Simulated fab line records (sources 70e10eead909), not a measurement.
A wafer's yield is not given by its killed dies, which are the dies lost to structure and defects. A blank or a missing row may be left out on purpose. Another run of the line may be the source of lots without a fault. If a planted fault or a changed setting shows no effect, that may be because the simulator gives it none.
A lot that was struck, set against a sound lot + flow nand-harc + 18 steps out of a route of 1302
Sound: wafers L790.2, L790.3, L790.6. Wafers L799.1, L799.2, L799.6 were the ones struck. The cause is given at the end.
At each step with rows: each side's tool, then ch and its chambers, then its first start. Under that, the readings that differ: sound wafers + struck wafers + difference of the means + sigmas: that difference in standard deviations of wafers without a fault.
alike: readings whose means differ by less than 2 such deviations, and words and numbers that are the same on both sides. not compared: withheld readings, readings that some wafer has no value for, bounds like >300 that may hide the same value, and numbers for which the record gives no deviation and whose values overlap.
The two part at a step that has a row with sigmas, a row that says differs or no value, or rows on one side only. When numbers do not overlap yet have no deviation, they are printed without sigmas and do not part them. A reading missing from all wafers of one side parts the sides only when that side holds two or more wafers.

NHARC_P_GATE_ALD_36: deposits SiNx, target thk 20 nm, pulse time 60 s, ald cycles 223.
  sound on ald-sin-04 ch 0,2, day 6 18:46; struck on ald-sin-04 ch 1,3, day 10 10:38
  alike: heater-power-w, precursor-pulse-height-rel
NHARC_P_GATE_ETCHBACK_37: etches the open film in CHF3/O2, target depth 34.5 nm, time 17.2 s.
  sound on rie-diel-02 ch 0,2,3; struck on rie-diel-02 ch 0,2
  alike: chf3-flow-sccm, drypump-motor-current-A, oes-product-au, rf-vpp-V, showerhead-plenum-p-Torr, throttle-valve-pct
  not compared: rf-hours-counter-h
NHARC_P_GATE_STRIP_101: strips in O2, time 20 s.
  sound on rie-diel-02 ch 0,2,3, day 7 04:25; struck on rie-diel-02 ch 0,1,3, day 10 20:11
  alike: drypump-motor-current-A, oes-product-au, rf-vpp-V, showerhead-plenum-p-Torr, throttle-valve-pct
  not compared: rf-hours-counter-h
then, 9 steps without rows for these wafers: NHARC_P_GATE_PRECLEAN_97 (cleans in SPM, time 600 s); NHARC_P_GATE_SRD_98; NHARC_P_GATE_PRECLEAN_99 (cleans in SC1); NHARC_P_GATE_SRD_100; NHARC_P_GATE_DEHYDRATE_38 (time 120 s); NHARC_P_GATE_HMDS_39 (time 30 s); NHARC_P_GATE_COAT_40; NHARC_P_GATE_SOFTBAKE_41 (time 95 s); NHARC_P_GATE_EBR_42.
NHARC_P_GATE_EXPOSE_43: exposes mask P NSD, target cd 720 nm.
  sound on krf-scanner-01 ch 0, day 7 05:10; struck on krf-scanner-01 ch 0, day 10 20:49
| reading | sound                   | struck                     | difference | sigmas |
|---------|-------------------------|----------------------------|------------|--------|
| mask    | P_NSD#0 P_NSD#0 P_NSD#0 | P_HVPW#0 P_HVPW#0 P_HVPW#0 | differs    |        |
  alike: exposure-dose-mJ-cm2, focus-offset-nm
then, 2 steps without rows for these wafers: NHARC_P_GATE_PEB_44 (peb time 85 s); NHARC_P_GATE_DEVELOP_45 (time 70 s).
NHARC_P_GATE_CD_MEAS_46: target cd 720 nm.
  sound on cd-sem-02 ch 0, day 7 05:20; struck on cd-sem-02 ch 0, day 10 20:59
| reading    | sound             | struck | difference                    | sigmas |
|------------|-------------------|--------|-------------------------------|--------|
| cd-nm (nm) | 716.9 716.0 719.0 | - - -  | no value on the struck wafers |        |
then, 1 step without rows for these wafers: NHARC_P_GATE_HARDBAKE_47 (time 80 s).
-- record jumps: 19 days between struck wafers' starts before vs after; left off in module P_GATE, resumes in module END, first step shown is number 1302 of the route --
NHARC_END_SORT_01:
  sound on prober-01 ch 0, day 26 00:52; struck on prober-02 ch 0, day 29 15:32
| reading             | sound    | struck      | difference | sigmas      |
|---------------------|----------|-------------|------------|-------------|
| killed-at-other     | 4 7 1    | 1 0 3       | -3         | -2          |
| killed-at-periphery | 9 4 4    | 649 657 649 | +646       | +99 or more |
| killed-dies         | 32 48 28 | 677 677 677 | +641       | +32         |
  alike: killed-at-array, killed-open, killed-short

WHERE THEY PART
Earliest at NHARC_P_GATE_EXPOSE_43; latest, in this record, at NHARC_END_SORT_01.

WHY: the cause the simulator had injected
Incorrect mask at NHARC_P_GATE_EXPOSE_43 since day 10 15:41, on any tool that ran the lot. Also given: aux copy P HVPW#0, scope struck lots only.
